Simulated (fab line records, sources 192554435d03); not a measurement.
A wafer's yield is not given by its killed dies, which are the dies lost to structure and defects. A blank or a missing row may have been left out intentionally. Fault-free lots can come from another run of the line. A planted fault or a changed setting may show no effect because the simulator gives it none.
fab line records    flow n5_finfet    part 1 of 2: steps 1 to 24 of 34
record: lots: 5  wafers: 15  last_day: 17
route steps=1938 shown BEOL_M10@1518 BEOL_M11@1536
lots with no fault: from the same line, run without faults
start_h: start of the lot's first displayed wafer, in hours after the record's first day    wait_h: hours elapsed since this lot's preceding step    " unchanged from the row above    L1.1+2: a single row standing in for several wafers    - no value present, or no start provided    * or withheld: withheld    < > ~ a bound
route shown NAME@n: NAME is a module with steps in the file, n the number in the route of the first one    usual: mean/standard deviation of fault-free wafers    same: alike in all rows    chamber/n: place in a boat    sites: per-site readings    _std_site: how widely they spread, as a standard deviation    _edge_site: mean of outer sites minus mean of inner sites    radius_mm: for every site, how far away it sits from the centre of the wafer    mask NAME#n: copy n    behind: the last tool/chamber to shape the wafer    hold: reason for holding the lot/hours on hold/outcome of the hold    device: whichever transistor did not switch (one of n, p or np)    end of line: the same wafers' tests at the end of the route    where a step has no rows: the recipe by itself    killed: count of dies lost to structure and defects at first sort (not the wafer's yield)    map: a wafer's dies, x killed, . not, _ none there
set.NAME: the setting that was run; set.NAME@STEP: the one run at that earlier step    model.NAME: the simulator's own value behind a step, which no gauge read
lots at selected steps of the route; one table per step, one row per wafer
services: from which hour (start_h, from the record's first day; less than 0 if before it) a tool's chamber was out of use, for how many hours, and why
== steps ==
step: N5_BEOL_M10_PRECLEAN_42
recipe: chemistry: residue_remover  time_s: 60  temp_c: 40
lot.wafer   tool          chamber  start_h  wait_h
L074.1+2+4  wet_bench-04  3,2,4    248.55   0.0
L083.1+2+4  wet_bench-04  2,4,5    275.73   0.0
L084.1+4+6  wet_bench-01  5,4,6    306.50   0.0
L092.2+3+5  wet_bench-01  4,6,2    337.41   0.0
L093.3+5+6  wet_bench-04  3,2,4    353.99   0.0
step: N5_BEOL_M10_SRD_43
recipe: time_s: 30  temp_c: 23  rinse_liquid: diw  dry: ipa_marangoni
lot.wafer   tool          chamber  start_h  wait_h
L074.1+2+4  wet_bench-04  3,2,4    248.57   0.0
L083.1+2+4  wet_bench-04  2,4,5    275.74   0.0
L084.1+4+6  wet_bench-01  5,4,6    306.52   0.0
L092.2+3+5  wet_bench-01  4,6,2    337.42   0.0
L093.3+5+6  wet_bench-04  3,2,4    354.02   0.0
step: N5_BEOL_M10_CD_MEAS_35
recipe: target_cd_nm: 70  polarity: opening
usual: cd_nm: 70.0/0.67
lot.wafer  tool       chamber  start_h  wait_h  cd_nm
L074.1     cd_sem-02  -        248.61   0.0     70.1
L074.2     "          -        "        "       69.9
L074.4     "          -        "        "       70.2
L083.1     cd_sem-01  -        275.78   0.0     68.8
L083.2     "          -        "        "       69.1
L083.4     "          -        "        "       69.2
L084.1     cd_sem-02  -        306.56   0.0     69.4
L084.4     "          -        "        "       69.8
L084.6     "          -        "        "       70.8
L092.2     cd_sem-01  -        337.47   0.0     69.6
L092.3     "          -        "        "       69.6
L092.5     "          -        "        "       69.5
L093.3     cd_sem-01  -        354.08   0.0     69.7
L093.5     "          -        "        "       70.0
L093.6     "          -        "        "       70.1
step: N5_BEOL_M10_CURE_72
recipe: temp_c: 370  time_s: 120  ambient: DMADMS/He  material: SiCOH_lowk
usual: lamp_power_pct: 52.31/0.058  wafer_temp_C_max: 371.9/0.42
lot.wafer  tool        chamber  start_h  wait_h  lamp_power_pct  wafer_temp_C_max
L074.1     uv_cure-01  0        248.65   0.0     52.44           371.9
L074.2     "           0        "        "       52.26           372.2
L074.4     "           0        "        "       52.21           372.6
L083.1     uv_cure-02  1        275.82   0.0     52.37           372.1
L083.2     "           1        "        "       52.32           372.6
L083.4     "           1        "        "       52.31           371.4
L084.1     uv_cure-01  0        307.03   0.5     52.32           372.3
L084.4     "           0        "        "       52.29           372.2
L084.6     "           0        "        "       52.21           372.5
L092.2     uv_cure-02  2        337.56   0.1     52.41           372.0
L092.3     "           2        "        "       52.37           372.6
L092.5     "           2        "        "       52.42           372.2
L093.3     uv_cure-01  1        354.22   0.1     52.37           371.5
L093.5     "           1        "        "       52.30           372.0
L093.6     "           1        "        "       52.28           372.0
step: N5_BEOL_M10_DEGAS_44
recipe: ambient: vacuum  temp_c: 250  time_s: 60
usual: heater_power_w: 322/27  susceptor_temp_C: 250.00/0.17
lot.wafer  tool            chamber  start_h  wait_h  heater_power_w  susceptor_temp_C
L074.1     pvd_sputter-02  -        250.52   1.8     368             250.02
L074.2     "               -        "        "       312             250.01
L074.4     "               -        "        "       302             250.01
L083.1     pvd_sputter-02  -        276.22   0.3     279             249.97
L083.2     "               -        "        "       310             250.02
L083.4     "               -        "        "       305             250.02
L084.1     pvd_sputter-02  -        307.39   0.3     280             249.90
L084.4     "               -        "        "       367             250.16
L084.6     "               -        "        "       375             250.03
L092.2     pvd_sputter-02  -        337.83   0.2     283             250.17
L092.3     "               -        "        "       310             250.22
L092.5     "               -        "        "       364             249.77
L093.3     pvd_sputter-01  -        354.90   0.6     296             250.17
L093.5     "               -        "        "       319             250.04
L093.6     "               -        "        "       343             250.35
step: N5_BEOL_M10_PRE_CLEAN_45
recipe: gas: H2/He  time_s: 30  temp_c: 250
usual: heater_power_w: 323/27  susceptor_temp_C: 249.97/0.18
lot.wafer  tool            chamber  start_h  wait_h  heater_power_w  susceptor_temp_C
L074.1     pvd_sputter-02  -        250.56   0.0     373             249.87
L074.2     "               -        "        "       309             249.98
L074.4     "               -        "        "       311             250.39
L083.1     pvd_sputter-02  -        276.26   0.0     289             250.03
L083.2     "               -        "        "       320             249.61
L083.4     "               -        "        "       308             249.72
L084.1     pvd_sputter-02  -        307.43   0.0     281             249.78
L084.4     "               -        "        "       374             250.30
L084.6     "               -        "        "       371             249.96
L092.2     pvd_sputter-02  -        337.87   0.0     282             249.72
L092.3     "               -        "        "       307             250.00
L092.5     "               -        "        "       371             250.03
L093.3     pvd_sputter-01  -        354.94   0.0     300             250.13
L093.5     "               -        "        "       329             249.93
L093.6     "               -        "        "       346             249.98
step: N5_BEOL_M10_ALD_74
recipe: material: TaN  target_thk_a: 20  temp_c: 275  ald_precursor_family: PDMAT  ald_co_reactant: NH3  pressure_torr: 3  carrier_flow_sccm: 1500  pulse_time_s: 2  purge_time_s: 3  co_reactant_purge_time_s: 2  co_reactant_pulse_time_s: 3  ald_cycles: 40  precursor_vessel_temp_c: 75  precursor_vessel_pressure_torr: 26.25  precursor_vessel_carrier_sccm: 1000
usual: heater_power_w: 449/33  precursor_vessel_pressure_torr: 26.25/0.052  susceptor_temp_C: 274.99/0.18
lot.wafer  tool          chamber  start_h  wait_h  heater_power_w  precursor_vessel_pressure_torr  susceptor_temp_C
L074.1     ald_metal-01  2        250.63   0.0     420             26.18                           275.11
L074.2     "             0        "        "       460             26.24                           274.80
L074.4     "             1        "        "       487             26.13                           275.06
L083.1     ald_metal-02  2        276.32   0.0     453             26.31                           274.76
L083.2     "             1        "        "       429             26.30                           275.43
L083.4     "             0        "        "       415             26.30                           275.19
L084.1     ald_metal-01  1        307.49   0.0     483             26.24                           274.77
L084.4     "             3        "        "       431             26.31                           275.12
L084.6     "             3        "        "       440             26.28                           275.01
L092.2     ald_metal-01  2        338.00   0.1     422             26.32                           274.97
L092.3     "             1        "        "       480             26.29                           275.02
L092.5     "             3        "        "       443             26.26                           274.76
L093.3     ald_metal-02  3        355.00   0.0     461             26.30                           274.96
L093.5     "             3        "        "       466             26.29                           274.85
L093.6     "             0        "        "       399             26.30                           275.13
step: N5_BEOL_M10_SURFACE_TREAT_76
recipe: gas: Ar  time_s: *  ion_energy_ev: *  ion_current_ma_cm2: 0.5  pressure_mtorr: *  ar_flow_sccm: 30
usual: throttle_valve_pct: *
lot.wafer  tool            chamber  start_h  wait_h  throttle_valve_pct
L074.1     pvd_sputter-01  -        250.95   0.2     *
L074.2     "               -        "        "       *
L074.4     "               -        "        "       *
L083.1     pvd_sputter-03  -        276.64   0.2     *
L083.2     "               -        "        "       *
L083.4     "               -        "        "       *
L084.1     pvd_sputter-01  -        307.78   0.2     *
L084.4     "               -        "        "       *
L084.6     "               -        "        "       *
L092.2     pvd_sputter-03  -        338.29   0.2     *
L092.3     "               -        "        "       *
L092.5     "               -        "        "       *
L093.3     pvd_sputter-02  -        355.29   0.2     *
L093.5     "               -        "        "       *
L093.6     "               -        "        "       *
step: N5_BEOL_M10_CVD_75
recipe: material: Co  target_thk_a: 20  temp_c: withheld  precursor: CCTBA/H2  pressure_torr: 30  time_s: 138.9
lot.wafer   tool       chamber  start_h  wait_h
L074.1+2+4  cvd_co-02  1,0,1    251.03   0.1
L083.1+2+4  cvd_co-01  1,2,0    276.70   0.0
L084.1+4+6  cvd_co-01  2,0,2    307.89   0.1
L092.2+3+5  cvd_co-01  0,2,0    338.58   0.3
L093.3+5+6  cvd_co-02  0,2,1    355.35   0.0
step: N5_BEOL_M10_SPUTTER_48
recipe: material: Cu  target_thk_a: 120  temp_c: -20  bias_v: 60  power_w: 26000  chamber_pressure_pa: 0.13  time_s: 2
usual: susceptor_temp_C: -19.98/0.11  throttle_valve_pct: 29.8/0.99
lot.wafer  tool            chamber  start_h  wait_h  susceptor_temp_C  throttle_valve_pct
L074.1     pvd_sputter-03  -        251.14   0.1     -19.94            29.7
L074.2     "               -        "        "       -19.87            31.4
L074.4     "               -        "        "       -19.93            28.0
L083.1     pvd_sputter-02  -        276.86   0.1     -19.82            29.6
L083.2     "               -        "        "       -19.75            30.0
L083.4     "               -        "        "       -20.13            30.3
L084.1     pvd_sputter-01  -        308.02   0.1     -19.95            28.9
L084.4     "               -        "        "       -20.05            30.9
L084.6     "               -        "        "       -20.05            30.5
L092.2     pvd_sputter-03  -        340.17   1.5     -20.07            31.6
L092.3     "               -        "        "       -19.95            29.1
L092.5     "               -        "        "       -20.16            31.3
L093.3     pvd_sputter-01  -        355.54   0.1     -19.65            31.0
L093.5     "               -        "        "       -20.10            29.2
L093.6     "               -        "        "       -19.86            30.8
step: N5_BEOL_M10_ECD_50
recipe: material: Cu  target_thk_a: 3180
lot.wafer   tool       chamber  start_h  wait_h
L074.1+2+4  ecd_cu-01  0,1,0    251.27   0.1
L083.1+2+4  ecd_cu-02  1,0,1    276.98   0.1
L084.1+4+6  ecd_cu-01  1        308.14   0.1
L092.2+3+5  ecd_cu-02  0,1,0    340.28   0.1
L093.3+5+6  ecd_cu-02  1,0,1    355.68   0.1
step: N5_BEOL_M10_ANNEAL_51
recipe: temp_c: 225  time_s: 90  ambient: N2
usual: wafer_temp_C_max: 225.83/0.29
lot.wafer  tool           chamber  start_h  wait_h  wafer_temp_C_max
L074.1     rtp_anneal-02  0        251.39   0.1     225.81
L074.2     "              0        "        "       225.99
L074.4     "              0        "        "       226.40
L083.1     rtp_anneal-01  0        277.09   0.1     225.59
L083.2     "              0        "        "       225.61
L083.4     "              0        "        "       225.54
L084.1     rtp_anneal-02  0        308.46   0.3     225.97
L084.4     "              0        "        "       226.66
L084.6     "              0        "        "       225.59
L092.2     rtp_anneal-02  0        340.65   0.3     225.86
L092.3     "              0        "        "       226.21
L092.5     "              0        "        "       226.18
L093.3     rtp_anneal-02  0        355.86   0.1     226.20
L093.5     "              0        "        "       225.70
L093.6     "              0        "        "       225.90
step: N5_BEOL_M10_CMP_52
recipe: stop_on: SiCOH_lowk  t_overpolish_s: 7  down_force_psi: 1  platen_rpm: 50  clearing_platen_down_force_psi: 1.5  clearing_platen_rpm: 50  post_cmp_clean: cu_alkaline  target_thk_nm: 140  clearing_platen_pad_velocity_m_s: 0.99484  pad_velocity_m_s: 0.99484
usual: barrier_field_endpoint_s: 28.7/0.76  clearing_platen_down_force_psi: 1.500/0.003  motor_current_A: 6.2/0.67  overpolish_run_s: 7.002/0.0094  time_to_endpoint_s: 65/3.2
lot.wafer  tool    chamber  start_h  wait_h  barrier_field_endpoint_s  clearing_platen_down_force_psi  motor_current_A  overpolish_run_s  time_to_endpoint_s
L074.4     cmp-02  0        251.68   0.1     28.0                      1.503                           6.5              7.003             62
L074.1     "       1        "        "       29.3                      1.500                           7.5              7.007             64
L074.2     "       3        "        "       28.4                      1.494                           5.2              7.010             63
L083.1     cmp-03  1        277.39   0.3     29.2                      1.502                           6.7              6.999             68
L083.4     "       2        "        "       29.6                      1.498                           5.3              6.993             65
L083.2     "       3        "        "       28.8                      1.505                           6.3              7.002             65
L084.4     cmp-03  3        308.77   0.1     29.7                      1.506                           6.3              7.003             68
L084.1     "       0        "        "       29.0                      1.499                           6.1              7.021             64
L084.6     "       3        "        "       29.7                      1.499                           6.2              7.027             68
L092.2     cmp-02  0        340.90   0.2     27.5                      1.501                           6.4              7.004             62
L092.3     "       1        "        "       27.7                      1.499                           7.5              7.004             63
L092.5     "       1        "        "       27.6                      1.499                           7.7              7.003             65
L093.3     cmp-04  3        356.18   0.3     28.0                      1.501                           7.3              7.004             62
L093.5     "       0        "        "       28.0                      1.501                           6.4              6.984             66
L093.6     "       1        "        "       27.9                      1.499                           5.6              7.008             63
step: N5_BEOL_M10_THK_MEAS_53
recipe: thk_meas_gauge: xrf  reads: Cu_of_BEOL_M10_ECD_50
usual: M10_THK: 139/3.1
lot.wafer  tool           chamber  start_h  wait_h  M10_THK[nm]
L074.1     film_metro-02  -        251.98   -       137
L074.2     "              -        "        "       135
L074.4     "              -        "        "       138
L083.1     film_metro-02  -        277.68   -       133
L083.2     "              -        "        "       141
L083.4     "              -        "        "       136
L084.1     film_metro-02  -        309.07   -       139
L084.4     "              -        "        "       143
L084.6     "              -        "        "       137
L092.2     film_metro-01  -        341.19   -       142
L092.3     "              -        "        "       137
L092.5     "              -        "        "       136
L093.3     film_metro-02  -        356.36   -       140
L093.5     "              -        "        "       142
L093.6     "              -        "        "       140
step: N5_BEOL_M10_PRE_CLEAN_55
recipe: gas: NH3  time_s: 15  temp_c: withheld  rf_power_w: 300
lot.wafer   tool      chamber  start_h  wait_h
L074.1+2+4  pecvd-01  2,1,2    252.02   0.0
L083.1+2+4  pecvd-03  2,1,0    277.72   0.0
L084.1+4+6  pecvd-03  0,0,2    309.10   0.0
L092.2+3+5  pecvd-03  0,2,2    341.23   0.0
L093.3+5+6  pecvd-01  1,1,2    356.39   0.0
step: N5_BEOL_M10_DEP_56
recipe: material: SiCN  target_thk_a: 150  temp_c: withheld  precursor: 3MS/NH3  pressure_torr: 3  rf_w: 202  time_s: 26.5
usual: showerhead_plenum_p_Torr: 3.664/0.015  throttle_valve_pct: 9.3/0.69
lot.wafer  tool      chamber  start_h  wait_h  showerhead_plenum_p_Torr  throttle_valve_pct
L074.1     pecvd-01  2        252.04   0.0     3.657                     8.9
L074.2     "         1        "        "       3.671                     8.8
L074.4     "         2        "        "       3.666                     9.1
L083.1     pecvd-03  2        277.74   0.0     3.670                     8.8
L083.2     "         1        "        "       3.640                     9.8
L083.4     "         0        "        "       3.677                     9.7
L084.1     pecvd-03  0        309.13   0.0     3.681                     9.4
L084.4     "         0        "        "       3.681                     9.7
L084.6     "         2        "        "       3.675                     8.8
L092.2     pecvd-03  0        341.26   0.0     3.689                     9.6
L092.3     "         2        "        "       3.679                     8.8
L092.5     "         2        "        "       3.676                     9.1
L093.3     pecvd-01  1        356.42   0.0     3.671                     8.9
L093.5     "         1        "        "       3.682                     8.8
L093.6     "         2        "        "       3.665                     9.0
step: N5_BEOL_M10_RS_MEAS_57
recipe: thk_meas_gauge: four-point-probe  reads: Cu_of_BEOL_M10_ECD_50+Co_of_BEOL_M10_CVD_75+TaN_of_BEOL_M10_ALD_74
usual: M10_RS: 0.152/0.0037
lot.wafer  tool           chamber  start_h  wait_h  M10_RS[ohm/sq]
L074.1     film_metro-02  -        252.11   0.1     0.154
L074.2     "              -        "        "       0.155
L074.4     "              -        "        "       0.152
L083.1     film_metro-02  -        277.82   0.1     0.159
L083.2     "              -        "        "       0.150
L083.4     "              -        "        "       0.156
L084.1     film_metro-01  -        309.20   0.1     0.151
L084.4     "              -        "        "       0.146
L084.6     "              -        "        "       0.154
L092.2     film_metro-02  -        341.33   0.1     0.147
L092.3     "              -        "        "       0.153
L092.5     "              -        "        "       0.155
L093.3     film_metro-02  -        356.49   0.1     0.151
L093.5     "              -        "        "       0.148
L093.6     "              -        "        "       0.151
step: N5_BEOL_M10_INSPECT_58
recipe: inspect_instrument: darkfield  mode: post_dep
usual: raw_defect_count: 82/31
lot.wafer  tool               chamber  start_h  wait_h  raw_defect_count
L074.1     defect_inspect-01  -        252.14   0.0     80
L074.2     "                  -        "        "       48
L074.4     "                  -        "        "       113
L083.1     defect_inspect-02  -        277.84   0.0     78
L083.2     "                  -        "        "       105
L083.4     "                  -        "        "       86
L084.1     defect_inspect-02  -        309.23   0.0     135
L084.4     "                  -        "        "       67
L084.6     "                  -        "        "       71
L092.2     defect_inspect-01  -        341.36   0.0     144
L092.3     "                  -        "        "       131
L092.5     "                  -        "        "       145
L093.3     defect_inspect-01  -        356.52   0.0     64
L093.5     "                  -        "        "       53
L093.6     "                  -        "        "       65
step: N5_BEOL_M11_ILD_DEP_00
recipe: material: SiCOH_lowk  target_thk_a: 3085.1  temp_c: 300  precursor: DEMS/porogen  pressure_torr: 5  rf_w: 500  time_s: 58
usual: heater_power_w: 333/63  showerhead_plenum_p_Torr: 5.741/0.015  susceptor_temp_C: 299.99/0.18  throttle_valve_pct: 14.0/1
lot.wafer  tool      chamber  start_h  wait_h  heater_power_w  showerhead_plenum_p_Torr  susceptor_temp_C  throttle_valve_pct
L074.1     pecvd-02  2        252.18   0.0     274             5.748                     299.95            13.0
L074.2     "         0        "        "       344             5.765                     299.77            13.8
L074.4     "         0        "        "       353             5.764                     300.29            13.8
L083.1     pecvd-04  1        277.88   0.0     334             5.728                     299.97            13.9
L083.2     "         2        "        "       312             5.716                     299.98            12.8
L083.4     "         2        "        "       249             5.737                     300.22            13.0
L084.1     pecvd-04  1        309.27   0.0     363             5.729                     300.06            13.8
L084.4     "         2        "        "       304             5.724                     299.80            12.9
L084.6     "         1        "        "       372             5.739                     299.82            14.0
L092.2     pecvd-04  1        341.39   0.0     332             5.728                     300.02            13.8
L092.3     "         0        "        "       359             5.755                     299.79            14.0
L092.5     "         0        "        "       358             5.752                     299.91            13.8
L093.3     pecvd-04  0        356.55   0.0     337             5.758                     300.08            13.5
L093.5     "         2        "        "       268             5.715                     300.03            12.6
L093.6     "         1        "        "       298             5.728                     299.98            13.9
step: N5_BEOL_M11_CURE_71
recipe: temp_c: 385  time_s: 240  ambient: He/Ar  material: SiCOH_lowk
usual: lamp_power_pct: 52.31/0.06  wafer_temp_C_max: 387.0/0.54
lot.wafer  tool        chamber  start_h  wait_h  lamp_power_pct  wafer_temp_C_max
L074.1     uv_cure-02  2        252.25   0.0     52.27           387.1
L074.2     "           2        "        "       52.28           387.7
L074.4     "           2        "        "       52.34           386.6
L083.1     uv_cure-01  1        277.96   0.0     52.41           386.4
L083.2     "           1        "        "       52.26           387.0
L083.4     "           1        "        "       52.25           386.8
L084.1     uv_cure-01  0        309.44   0.1     52.24           386.2
L084.4     "           0        "        "       52.38           387.5
L084.6     "           0        "        "       52.45           386.3
L092.2     uv_cure-01  1        341.55   0.1     52.30           387.4
L092.3     "           1        "        "       52.34           387.0
L092.5     "           1        "        "       52.23           386.8
L093.3     uv_cure-02  1        356.79   0.2     52.30           388.2
L093.5     "           1        "        "       52.26           386.7
L093.6     "           1        "        "       52.30           387.5
step: N5_BEOL_M11_THK_MEAS_01
recipe: reads: SiCOH_lowk_of_BEOL_M11_ILD_DEP_00
usual: M11_ILD_THK: 268/3.6
lot.wafer  tool           chamber  start_h  wait_h  M11_ILD_THK[nm]
L074.1     film_metro-01  -        252.77   0.4     265
L074.2     "              -        "        "       268
L074.4     "              -        "        "       272
L083.1     film_metro-02  -        278.95   0.8     266
L083.2     "              -        "        "       268
L083.4     "              -        "        "       274
L084.1     film_metro-01  -        309.96   0.4     271
L084.4     "              -        "        "       272
L084.6     "              -        "        "       272
L092.2     film_metro-02  -        341.98   0.4     264
L092.3     "              -        "        "       267
L092.5     "              -        "        "       272
L093.3     film_metro-02  -        357.15   0.3     267
L093.5     "              -        "        "       266
L093.6     "              -        "        "       272
step: N5_BEOL_M11_PECVD_70
recipe: material: SiO2  target_thk_a: 200  temp_c: 400  precursor: TEOS/O2  pressure_torr: 5.5  rf_w: 450  teos_flow_sccm: 53.8  gas: O2  flow_sccm: 3000  time_s: 22.7
usual: heater_power_w: 744/110  showerhead_plenum_p_Torr: 8.79/0.052  susceptor_temp_C: 400.03/0.2  throttle_valve_pct: 22.6/1.6
lot.wafer  tool      chamber  start_h  wait_h  heater_power_w  showerhead_plenum_p_Torr  susceptor_temp_C  throttle_valve_pct
L074.1     pecvd-01  2        252.80   0.0     594             8.78                      400.43            22.3
L074.2     "         1        "        "       734             8.84                      399.88            21.8
L074.4     "         1        "        "       749             8.83                      399.72            21.9
L083.1     pecvd-02  0        278.99   0.0     800             8.86                      400.45            22.4
L083.2     "         2        "        "       755             8.79                      399.92            21.1
L083.4     "         0        "        "       805             8.87                      399.85            22.2
L084.1     pecvd-04  2        309.99   0.0     691             8.70                      399.99            21.0
L084.4     "         2        "        "       676             8.71                      400.10            20.9
L084.6     "         1        "        "       704             8.74                      400.46            22.2
L092.2     pecvd-04  2        342.02   0.0     741             8.71                      399.81            20.9
L092.3     "         0        "        "       687             8.86                      400.35            22.3
L092.5     "         0        "        "       710             8.87                      400.18            22.0
L093.3     pecvd-01  2        357.18   0.0     652             8.76                      400.40            22.3
L093.5     "         1        "        "       775             8.83                      399.83            21.9
L093.6     "         2        "        "       657             8.78                      399.85            22.6
step: N5_BEOL_M11_HM_DEP_02
recipe: material: TiN  target_thk_a: 200  temp_c: 25  chamber_pressure_pa: 0.49996
usual: susceptor_temp_C: 25.00/0.11  throttle_valve_pct: 29.9/0.86
lot.wafer  tool            chamber  start_h  wait_h  susceptor_temp_C  throttle_valve_pct
L074.1     pvd_sputter-01  -        254.03   1.2     25.10             30.7
L074.2     "               -        "        "       24.91             30.9
L074.4     "               -        "        "       25.19             29.1
L083.1     pvd_sputter-03  -        279.05   0.0     24.94             29.2
L083.2     "               -        "        "       25.10             29.6
L083.4     "               -        "        "       24.97             28.1
L084.1     pvd_sputter-01  -        310.60   0.6     25.10             30.8
L084.4     "               -        "        "       25.15             30.1
L084.6     "               -        "        "       25.07             30.6
L092.2     pvd_sputter-02  -        344.56   2.5     25.10             29.8
L092.3     "               -        "        "       24.85             29.6
L092.5     "               -        "        "       24.97             29.6
L093.3     pvd_sputter-02  -        358.19   1.0     25.08             29.9
L093.5     "               -        "        "       24.95             29.6
L093.6     "               -        "        "       24.86             29.7
step: N5_BEOL_M11_COAT_59
recipe: resist: SOC  temp_c: 250  time_s: 60  spin_rpm: 1500  resist_thk_nm: 100
usual: resist_line_temp_C: 23.01/0.099
lot.wafer  tool            chamber  start_h  wait_h  resist_line_temp_C
L074.1     litho_track-04  0        254.16   0.1     22.84
L074.2     "               0        "        "       22.91
L074.4     "               0        "        "       22.90
L083.1     litho_track-04  0        279.17   0.1     23.04
L083.2     "               0        "        "       22.98
L083.4     "               0        "        "       22.99
L084.1     litho_track-02  0        310.73   0.1     22.97
L084.4     "               0        "        "       22.92
L084.6     "               0        "        "       22.92
L092.2     litho_track-04  0        344.69   0.1     23.16
L092.3     "               0        "        "       23.02
L092.5     "               0        "        "       23.08
L093.3     litho_track-02  0        358.31   0.1     23.06
L093.5     "               0        "        "       23.00
L093.6     "               0        "        "       22.85
